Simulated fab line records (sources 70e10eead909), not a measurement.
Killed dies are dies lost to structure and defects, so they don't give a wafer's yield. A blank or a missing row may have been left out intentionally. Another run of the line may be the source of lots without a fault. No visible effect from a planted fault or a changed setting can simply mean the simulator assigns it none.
Matching of chambers    flow nandHarc    NHARC_A_SGD_CUT_DEP_00 on pecvd-01: 3 sister chambers
The step deposits SiNx, target thk 50 nm. 24 wafers are shown with their chamber, then 12 later ones without.

EACH WAFER AND ITS CHAMBER
wafer   chamber  heaterPowerW (W)
L074.4  1        578
L074.5  2        634
L074.6  0        787
L075.2  0        851
L075.4  0        836
L075.6  1        615
L080.2  1        511
L080.3  2        692
L080.6  0        750
L081.1  2        632
L081.5  0        762
L081.6  1        568
L081.2  1        561
L081.3  0        744
L081.4  2        648
L083.1  0        788
L083.2  1        537
L083.5  2        635
L082.2  1        562
L082.3  2        676
L082.4  1        539
L082.1  0        753
L082.5  0        784
L082.6  2        704

SIGNATURES (averages over the wafers above)
reading       chamber 0  chamber 1  chamber 2  scatter within a chamber
heaterPowerW  783.89     558.88     660.14     33.6
Rule: for each reading, subtract the chamber's mean from the wafer's reading, divide by that reading's scatter and square the result; add these up over the readings and take the root, which gives the wafer's distance from the chamber. If the next closest chamber is less than 2 further off than the closest, the wafer can't be placed; otherwise it belongs to the closest. The scatter: take each reading less its chamber's mean, square it, sum over the shown wafers, divide by the number of wafers less the number of chambers, and take the root.

WAFERS MISSING THEIR CHAMBER
wafer   heaterPowerW (W)
L089.1  873
L089.4  529
L089.5  879
L091.4  609
L091.5  877
L091.6  580
L094.1  590
L094.2  789
L094.3  566
L094.4  562
L094.5  812
L094.6  623

WHICH CHAMBER EACH WENT THROUGH
wafer    from the rows above       in truth
L089.1   0                         0
L089.4   1                         1
L089.5   0                         0
L091.4   can't be placed: 1 or 2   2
L091.5   0                         0
L091.6   can't be placed: 1 or 2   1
L094.1   can't be placed: 1 or 2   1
L094.2   0                         0
L094.3   1                         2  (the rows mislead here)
L094.4   1                         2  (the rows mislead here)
L094.5   0                         0
L094.6   can't be placed: 2 or 1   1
Correctly placed: 6 of 12. Not placeable from these rows: 4 (in 4, the candidates include the true chamber). Placed wrongly: 2.
